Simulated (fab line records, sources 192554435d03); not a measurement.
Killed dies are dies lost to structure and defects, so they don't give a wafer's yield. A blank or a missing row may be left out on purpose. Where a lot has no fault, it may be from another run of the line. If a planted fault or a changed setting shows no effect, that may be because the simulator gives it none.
Which tool was responsible? / flow n5 finfet / 27 wafers from 9 lots sampled at 5 of the route's 1938 steps

WHAT THE GAUGES SHOWED, per wafer
N5_SD_EPI_P_CD_MEAS_09 targets a cd of 240 nm. Usual: cd nm reads 239.8 nm (standard deviation 0.69).
lot=L106; measured=day 3 18:32; on=cd sem-03; cd nm (nm)=240.2 239.4 239.6; flag=
lot=L110; measured=day 4 18:54; on=cd sem-01; cd nm (nm)=239.3 239.0 238.8; flag=
lot=L111; measured=day 5 02:31; on=cd sem-02; cd nm (nm)=240.2 240.4 240.9; flag=
lot=L113; measured=day 5 15:08; on=cd sem-01; cd nm (nm)=239.5 239.5 239.7; flag=
lot=L114; measured=day 5 23:23; on=cd sem-03; cd nm (nm)=239.7 239.9 241.1; flag=
lot=L115; measured=day 6 05:13; on=cd sem-02; cd nm (nm)=240.2 240.3 238.5; flag=
lot=L116; measured=day 6 09:23; on=cd sem-02; cd nm (nm)=238.2 238.3 239.1; flag=
lot=L120; measured=day 7 04:56; on=cd sem-01; cd nm (nm)=239.4 239.9 240.0; flag=
lot=L125; measured=day 8 17:08; on=cd sem-03; cd nm (nm)=239.8 239.0 240.6; flag=

N5_BEOL_M4_RC_MEAS_101. Usual: CJ_N 4.34, standard deviation 0.069; DIBL_N 35.9 mV/V, standard deviation 1.4; DIBL_P 35.9 mV/V, standard deviation 1.7; EOT_N 10.52, standard deviation 0.098; IGATE_N 0.0129 nA/um, standard deviation 0.0017; IOFF_N 0.155 nA/um, standard deviation 0.023; IOFF_N_85C 3.1 nA/um, standard deviation 0.38; IOFF_N_LIN 0.072 nA/um, standard deviation 0.009; IOFF_N_LONG 5.51e-05 nA/um, standard deviation 2e-06; IOFF_P 0.201 nA/um, standard deviation 0.029; ION_N 672 uA/um, standard deviation 8.8; ION_P 460 uA/um, standard deviation 7; RC_DENSE_N 19.0 ohm.um, standard deviation 0.38; RC_N 15.5 ohm.um, standard deviation 0.31; REXT_N 75.5 ohm.um, standard deviation 1.5; RS_SD_N 28.5 ohm/sq, standard deviation 0.4; SS_N 71.6 mV/dec, standard deviation 0.48; SS_P 73.1 mV/dec, standard deviation 0.64; VT_N 250.0 mV, standard deviation 3; VT_N_LONG 275.0 mV, standard deviation 1.7; VT_N_LVT 98.6 mV, standard deviation 2.6; VT_P -251.6 mV, standard deviation 3.
lot=L106; measured=day 8 14:56; on=prober-02; CJ_N=4.35 4.35 4.30; DIBL_N (mV/V)=35.3 35.4 36.0; DIBL_P (mV/V)=34.0 34.6 36.0; EOT_N=10.48 10.63 10.50; IGATE_N (nA/um)=0.0119 0.0120 0.0120; IOFF_N (nA/um)=0.146 0.144 0.163; IOFF_N_85C (nA/um)=2.9 2.8 3.1; IOFF_N_LIN (nA/um)=0.068 0.067 0.076; IOFF_N_LONG (nA/um)=5.75e-05 5.68e-05 5.62e-05; IOFF_P (nA/um)=0.207 0.206 0.232; ION_N (uA/um)=672 670 688; ION_P (uA/um)=469 462 475; RC_DENSE_N (ohm.um)=19.8 19.8 19.8; RC_N (ohm.um)=16.2 16.0 16.1; REXT_N (ohm.um)=75.8 76.9 76.6; RS_SD_N (ohm/sq)=28.7 28.7 28.4; SS_N (mV/dec)=71.8 71.1 72.0; SS_P (mV/dec)=72.6 73.0 73.2; VT_N (mV)=252.7 250.4 248.6; VT_N_LONG (mV)=273.2 276.4 278.1; VT_N_LVT (mV)=99.1 100.4 98.4; VT_P (mV)=-248.6 -247.5 -247.8; flag=
lot=L110; measured=day 9 10:04; on=prober-01; CJ_N=4.33 4.29 4.35; DIBL_N (mV/V)=34.1 35.3 36.0; DIBL_P (mV/V)=35.0 36.8 37.7; EOT_N=10.60 10.43 10.65; IGATE_N (nA/um)=0.0114 0.0157 0.0124; IOFF_N (nA/um)=0.128 0.150 0.161; IOFF_N_85C (nA/um)=2.6 3.0 3.2; IOFF_N_LIN (nA/um)=0.062 0.071 0.076; IOFF_N_LONG (nA/um)=5.43e-05 5.39e-05 5.41e-05; IOFF_P (nA/um)=0.162 0.179 0.186; ION_N (uA/um)=660 674 676; ION_P (uA/um)=452 457 460; RC_DENSE_N (ohm.um)=18.5 18.8 18.8; RC_N (ohm.um)=15.1 15.4 15.3; REXT_N (ohm.um)=73.5 73.8 73.4; RS_SD_N (ohm/sq)=28.1 27.7 27.9; SS_N (mV/dec)=71.6 71.1 72.0; SS_P (mV/dec)=72.4 73.4 73.6; VT_N (mV)=252.3 249.7 251.4; VT_N_LONG (mV)=275.4 272.4 275.6; VT_N_LVT (mV)=100.9 98.6 96.8; VT_P (mV)=-254.1 -254.3 -253.0; flag=
lot=L111; measured=day 10 00:45; on=prober-02; CJ_N=4.34 4.34 4.32; DIBL_N (mV/V)=33.8 35.1 34.4; DIBL_P (mV/V)=33.6 34.5 34.1; EOT_N=10.54 10.44 10.28; IGATE_N (nA/um)=0.0126 0.0150 0.0178; IOFF_N (nA/um)=0.126 0.141 0.131; IOFF_N_85C (nA/um)=2.5 2.8 2.6; IOFF_N_LIN (nA/um)=0.061 0.065 0.062; IOFF_N_LONG (nA/um)=5.69e-05 5.68e-05 5.63e-05; IOFF_P (nA/um)=0.147 0.155 0.148; ION_N (uA/um)=669 669 665; ION_P (uA/um)=453 443 448; RC_DENSE_N (ohm.um)=19.1 18.7 18.8; RC_N (ohm.um)=15.5 15.2 15.3; REXT_N (ohm.um)=74.8 75.6 75.6; RS_SD_N (ohm/sq)=28.2 28.4 28.5; SS_N (mV/dec)=70.9 71.8 70.8; SS_P (mV/dec)=72.7 72.7 72.1; VT_N (mV)=251.1 251.5 252.5; VT_N_LONG (mV)=274.7 275.3 275.4; VT_N_LVT (mV)=97.4 96.4 97.0; VT_P (mV)=-256.9 -256.8 -256.1; flag=
lot=L113; measured=day 10 18:28; on=prober-02; CJ_N=4.23 4.25 4.30; DIBL_N (mV/V)=33.1 35.3 33.2; DIBL_P (mV/V)=31.8 34.6 32.0; EOT_N=10.54 10.45 10.42; IGATE_N (nA/um)=0.0120 0.0135 0.0165; IOFF_N (nA/um)=0.114 0.157 0.117; IOFF_N_85C (nA/um)=2.4 3.1 2.5; IOFF_N_LIN (nA/um)=0.058 0.075 0.061; IOFF_N_LONG (nA/um)=5.64e-05 5.71e-05 5.82e-05; IOFF_P (nA/um)=0.162 0.205 0.164; ION_N (uA/um)=657 674 674; ION_P (uA/um)=454 459 458; RC_DENSE_N (ohm.um)=18.9 19.2 18.6; RC_N (ohm.um)=15.3 15.4 15.4; REXT_N (ohm.um)=76.1 76.8 75.1; RS_SD_N (ohm/sq)=28.1 28.0 27.9; SS_N (mV/dec)=71.0 71.5 69.9; SS_P (mV/dec)=72.5 73.1 71.5; VT_N (mV)=251.4 247.7 253.3; VT_N_LONG (mV)=276.6 274.4 274.3; VT_N_LVT (mV)=101.6 97.5 101.5; VT_P (mV)=-253.1 -252.2 -252.7; flag=
lot=L114; measured=day 11 03:59; on=prober-01; CJ_N=4.19 4.28 4.26; DIBL_N (mV/V)=34.5 37.0 35.2; DIBL_P (mV/V)=35.1 37.8 35.1; EOT_N=10.63 10.63 10.57; IGATE_N (nA/um)=0.0106 0.0119 0.0114; IOFF_N (nA/um)=0.126 0.169 0.134; IOFF_N_85C (nA/um)=2.6 3.3 2.7; IOFF_N_LIN (nA/um)=0.061 0.078 0.064; IOFF_N_LONG (nA/um)=5.14e-05 5.26e-05 5.24e-05; IOFF_P (nA/um)=0.184 0.221 0.179; ION_N (uA/um)=654 685 661; ION_P (uA/um)=457 474 460; RC_DENSE_N (ohm.um)=19.2 18.8 19.2; RC_N (ohm.um)=15.5 15.2 15.6; REXT_N (ohm.um)=75.9 74.4 76.1; RS_SD_N (ohm/sq)=29.3 29.5 29.3; SS_N (mV/dec)=71.1 71.7 70.8; SS_P (mV/dec)=72.0 73.6 72.5; VT_N (mV)=255.7 249.0 250.9; VT_N_LONG (mV)=276.0 275.1 275.6; VT_N_LVT (mV)=101.9 98.6 101.5; VT_P (mV)=-250.0 -250.5 -252.3; flag=
lot=L115; measured=day 11 08:32; on=prober-01; CJ_N=4.25 4.30 4.28; DIBL_N (mV/V)=33.6 34.7 33.2; DIBL_P (mV/V)=36.2 37.1 35.7; EOT_N=10.68 10.43 10.58; IGATE_N (nA/um)=0.0103 0.0139 0.0117; IOFF_N (nA/um)=0.151 0.157 0.140; IOFF_N_85C (nA/um)=3.0 3.1 2.8; IOFF_N_LIN (nA/um)=0.073 0.073 0.067; IOFF_N_LONG (nA/um)=5.71e-05 5.72e-05 5.69e-05; IOFF_P (nA/um)=0.208 0.220 0.197; ION_N (uA/um)=674 673 665; ION_P (uA/um)=467 465 463; RC_DENSE_N (ohm.um)=19.3 18.9 18.6; RC_N (ohm.um)=15.6 15.6 15.4; REXT_N (ohm.um)=75.9 76.1 76.0; RS_SD_N (ohm/sq)=28.6 28.9 28.8; SS_N (mV/dec)=71.8 71.6 71.6; SS_P (mV/dec)=72.9 74.4 73.1; VT_N (mV)=248.0 249.8 250.3; VT_N_LONG (mV)=275.6 275.3 272.8; VT_N_LVT (mV)=95.8 96.6 97.2; VT_P (mV)=-249.2 -249.0 -251.5; flag=
lot=L116; measured=day 11 05:29; on=prober-02; CJ_N=4.27 4.28 4.35; DIBL_N (mV/V)=36.2 35.2 37.1; DIBL_P (mV/V)=34.6 33.5 35.2; EOT_N=10.52 10.39 10.55; IGATE_N (nA/um)=0.0132 0.0140 0.0140; IOFF_N (nA/um)=0.138 0.123 0.146; IOFF_N_85C (nA/um)=2.8 2.5 2.9; IOFF_N_LIN (nA/um)=0.067 0.060 0.070; IOFF_N_LONG (nA/um)=5.54e-05 5.52e-05 5.57e-05; IOFF_P (nA/um)=0.180 0.166 0.188; ION_N (uA/um)=671 666 672; ION_P (uA/um)=461 453 462; RC_DENSE_N (ohm.um)=19.3 19.0 19.4; RC_N (ohm.um)=15.8 15.3 15.7; REXT_N (ohm.um)=76.1 76.2 75.4; RS_SD_N (ohm/sq)=27.8 28.0 27.7; SS_N (mV/dec)=70.9 70.5 71.4; SS_P (mV/dec)=72.2 72.1 72.7; VT_N (mV)=249.2 253.1 251.4; VT_N_LONG (mV)=274.1 277.6 275.9; VT_N_LVT (mV)=99.6 100.6 98.8; VT_P (mV)=-253.5 -256.0 -252.9; flag=
lot=L120; measured=day 12 05:29; on=prober-01; CJ_N=4.41 4.48 -; DIBL_N (mV/V)=38.6 39.0 -; DIBL_P (mV/V)=36.4 37.3 35.3; EOT_N=10.53 10.56 -; IGATE_N (nA/um)=0.0130 0.0115 -; IOFF_N (nA/um)=0.165 0.177 -; IOFF_N_85C (nA/um)=3.2 3.4 -; IOFF_N_LIN (nA/um)=0.075 0.079 -; IOFF_N_LONG (nA/um)=5.19e-05 5.22e-05 -; IOFF_P (nA/um)=0.210 0.217 0.196; ION_N (uA/um)=677 675 -; ION_P (uA/um)=464 457 458; RC_DENSE_N (ohm.um)=19.7 19.1 -; RC_N (ohm.um)=15.9 15.5 -; REXT_N (ohm.um)=78.0 77.7 -; RS_SD_N (ohm/sq)=28.6 28.6 -; SS_N (mV/dec)=71.7 71.8 -; SS_P (mV/dec)=73.7 74.6 73.4; VT_N (mV)=249.1 250.3 -; VT_N_LONG (mV)=276.4 277.4 -; VT_N_LVT (mV)=98.8 97.4 -; VT_P (mV)=-251.6 -251.7 -251.1; flag=
lot=L125; measured=day 13 16:23; on=prober-01; CJ_N=- 4.19 4.35; DIBL_N (mV/V)=- 36.3 37.0; DIBL_P (mV/V)=36.7 38.7 39.4; EOT_N=- 10.59 10.53; IGATE_N (nA/um)=- 0.0113 0.0112; IOFF_N (nA/um)=- 0.205 0.231; IOFF_N_85C (nA/um)=- 3.8 4.2; IOFF_N_LIN (nA/um)=- 0.092 0.099; IOFF_N_LONG (nA/um)=- 5.76e-05 5.73e-05; IOFF_P (nA/um)=0.220 0.250 0.267; ION_N (uA/um)=- 680 676; ION_P (uA/um)=469 465 462; RC_DENSE_N (ohm.um)=- 18.7 19.4; RC_N (ohm.um)=- 15.2 15.9; REXT_N (ohm.um)=- 75.6 74.7; RS_SD_N (ohm/sq)=- 28.5 28.1; SS_N (mV/dec)=- 71.7 72.3; SS_P (mV/dec)=73.3 73.7 74.4; VT_N (mV)=- 244.3 243.5; VT_N_LONG (mV)=- 271.3 273.4; VT_N_LVT (mV)=- 94.7 92.1; VT_P (mV)=-248.9 -249.2 -249.4; flag=

EACH LOT AND THE TOOL THAT RAN IT (in order: tool; ch and the chambers of the sampled wafers; start)
lot=L106; N5_SPACER0_ALD_08=ald sin-01 ch 1,2,3, day 3 13:40; N5_SD_EPI_N_SD_RECESS_17=rie si-03 ch 0,1,2, day 3 14:52; N5_SD_EPI_N_STRIP_38=plasma asher-01 ch 0,1, day 3 14:58
lot=L110; N5_SPACER0_ALD_08=ald sin-01 ch 0,1,2, day 4 13:06; N5_SD_EPI_N_SD_RECESS_17=rie si-03 ch 0,1,3, day 4 14:31; N5_SD_EPI_N_STRIP_38=plasma asher-02 ch 0,1, day 4 14:37
lot=L111; N5_SPACER0_ALD_08=ald sin-04 ch 0,1,3, day 4 20:49; N5_SD_EPI_N_SD_RECESS_17=rie si-03 ch 1,3, day 4 22:11; N5_SD_EPI_N_STRIP_38=plasma asher-02 ch 0,1, day 4 22:16
lot=L113; N5_SPACER0_ALD_08=ald sin-01 ch 2,3, day 5 09:32; N5_SD_EPI_N_SD_RECESS_17=rie si-03 ch 0,1, day 5 10:52; N5_SD_EPI_N_STRIP_38=plasma asher-01 ch 0,1, day 5 10:59
lot=L114; N5_SPACER0_ALD_08=ald sin-01 ch 1,3, day 5 18:23; N5_SD_EPI_N_SD_RECESS_17=rie si-01 ch 0,1,3, day 5 19:43; N5_SD_EPI_N_STRIP_38=plasma asher-02 ch 1, day 5 19:49
lot=L115; N5_SPACER0_ALD_08=ald sin-03 ch 0,2, day 6 00:20; N5_SD_EPI_N_SD_RECESS_17=rie si-03 ch 0,1,3, day 6 01:40; N5_SD_EPI_N_STRIP_38=plasma asher-02 ch 0,1, day 6 01:46
lot=L116; N5_SPACER0_ALD_08=ald sin-04 ch 0,1,2, day 6 04:29; N5_SD_EPI_N_SD_RECESS_17=rie si-01 ch 1,2,3, day 6 05:44; N5_SD_EPI_N_STRIP_38=plasma asher-02 ch 0,1, day 6 05:50
lot=L120; N5_SPACER0_ALD_08=ald sin-03 ch 1,2,3, day 6 22:25; N5_SD_EPI_N_SD_RECESS_17=rie si-01 ch 1,3, day 6 23:37; N5_SD_EPI_N_STRIP_38=plasma asher-02 ch 0,1, day 6 23:44
lot=L125; N5_SPACER0_ALD_08=ald sin-01 ch 1,2,3, day 8 11:37; N5_SD_EPI_N_SD_RECESS_17=rie si-01 ch 1,2,3, day 8 12:49; N5_SD_EPI_N_STRIP_38=plasma asher-02 ch 0,1, day 8 12:55
- N5_SPACER0_ALD_08: deposits SiNx, target thk 2 nm.
- N5_SD_EPI_N_SD_RECESS_17: chemistry HBr/Cl2/O2, target depth 41 nm, time 23.7 s, bt time 3 s.
- N5_SD_EPI_N_STRIP_38: strips in N2/H2.

AS READ BY THE TOOLS THEMSELVES (means over the sampled wafers that have a number; for cases with no such wafer, the mark the record gives instead)
N5_SPACER0_ALD_08. Usual: heater power w reads 846 W (standard deviation 68).
lot=L106; tool=ald sin-01; heater power w (W)=856; flag=
lot=L110; tool=ald sin-01; heater power w (W)=862; flag=
lot=L111; tool=ald sin-04; heater power w (W)=837; flag=
lot=L113; tool=ald sin-01; heater power w (W)=869; flag=
lot=L114; tool=ald sin-01; heater power w (W)=843; flag=
lot=L115; tool=ald sin-03; heater power w (W)=815; flag=
lot=L116; tool=ald sin-04; heater power w (W)=821; flag=
lot=L120; tool=ald sin-03; heater power w (W)=890; flag=
lot=L125; tool=ald sin-01; heater power w (W)=837; flag=

N5_SD_EPI_N_SD_RECESS_17. Usual: drypump motor current A 5.6 A, standard deviation 0.44; oes product au 1.007 a.u., standard deviation 0.017; throttle valve pct 37.10 %, standard deviation 0.25.
lot=L106; tool=rie si-03; drypump motor current A (A)=5.6; oes product au (a.u.)=0.997; throttle valve pct (%)=37.07; flag=
lot=L110; tool=rie si-03; drypump motor current A (A)=5.8; oes product au (a.u.)=1.007; throttle valve pct (%)=37.04; flag=
lot=L111; tool=rie si-03; drypump motor current A (A)=6.0; oes product au (a.u.)=1.021; throttle valve pct (%)=37.28; flag=
lot=L113; tool=rie si-03; drypump motor current A (A)=5.6; oes product au (a.u.)=0.994; throttle valve pct (%)=36.89; flag=
lot=L114; tool=rie si-01; drypump motor current A (A)=5.2; oes product au (a.u.)=1.008; throttle valve pct (%)=37.25; flag=
lot=L115; tool=rie si-03; drypump motor current A (A)=5.8; oes product au (a.u.)=1.010; throttle valve pct (%)=37.04; flag=
lot=L116; tool=rie si-01; drypump motor current A (A)=5.4; oes product au (a.u.)=1.001; throttle valve pct (%)=37.20; flag=
lot=L120; tool=rie si-01; drypump motor current A (A)=5.3; oes product au (a.u.)=1.039; throttle valve pct (%)=37.33; flag=
lot=L125; tool=rie si-01; drypump motor current A (A)=5.4; oes product au (a.u.)=1.040; throttle valve pct (%)=37.17; flag=

N5_SD_EPI_N_STRIP_38. Usual: drypump motor current A 5.52 A, standard deviation 0.18; heater power w 353 W, standard deviation 23; oes product au 0.761 a.u., standard deviation 0.0097.
lot=L106; tool=plasma asher-01; drypump motor current A (A)=5.36; heater power w (W)=346; oes product au (a.u.)=0.762; flag=
lot=L110; tool=plasma asher-02; drypump motor current A (A)=5.50; heater power w (W)=338; oes product au (a.u.)=0.759; flag=
lot=L111; tool=plasma asher-02; drypump motor current A (A)=5.53; heater power w (W)=348; oes product au (a.u.)=0.759; flag=
lot=L113; tool=plasma asher-01; drypump motor current A (A)=5.39; heater power w (W)=347; oes product au (a.u.)=0.764; flag=
lot=L114; tool=plasma asher-02; drypump motor current A (A)=5.40; heater power w (W)=334; oes product au (a.u.)=0.770; flag=
lot=L115; tool=plasma asher-02; drypump motor current A (A)=5.52; heater power w (W)=342; oes product au (a.u.)=0.761; flag=
lot=L116; tool=plasma asher-02; drypump motor current A (A)=5.64; heater power w (W)=365; oes product au (a.u.)=0.757; flag=
lot=L120; tool=plasma asher-02; drypump motor current A (A)=5.66; heater power w (W)=364; oes product au (a.u.)=0.763; flag=
lot=L125; tool=plasma asher-02; drypump motor current A (A)=5.60; heater power w (W)=361; oes product au (a.u.)=0.754; flag=

THE ANSWER, worked out from the rows above alone
Rule: a lot counts as off when the mean over its wafers that have a number is more than 3 standard deviations away from the usual mean. Also off: a lot with no number at a reading for which 4 or more lots have one. Any other lot the step has rows for is counted as sound. The gauges are gone through in route order, then the tools' own readings, and for those a lot's mean is taken as printed above. The first step at which some lot is off is used, and at that step the reading that is off furthest; a lot without a number counts as furthest.
Nothing can be told from this: no lot is off at any reading shown.

WHAT THE SIMULATOR HAD INSERTED
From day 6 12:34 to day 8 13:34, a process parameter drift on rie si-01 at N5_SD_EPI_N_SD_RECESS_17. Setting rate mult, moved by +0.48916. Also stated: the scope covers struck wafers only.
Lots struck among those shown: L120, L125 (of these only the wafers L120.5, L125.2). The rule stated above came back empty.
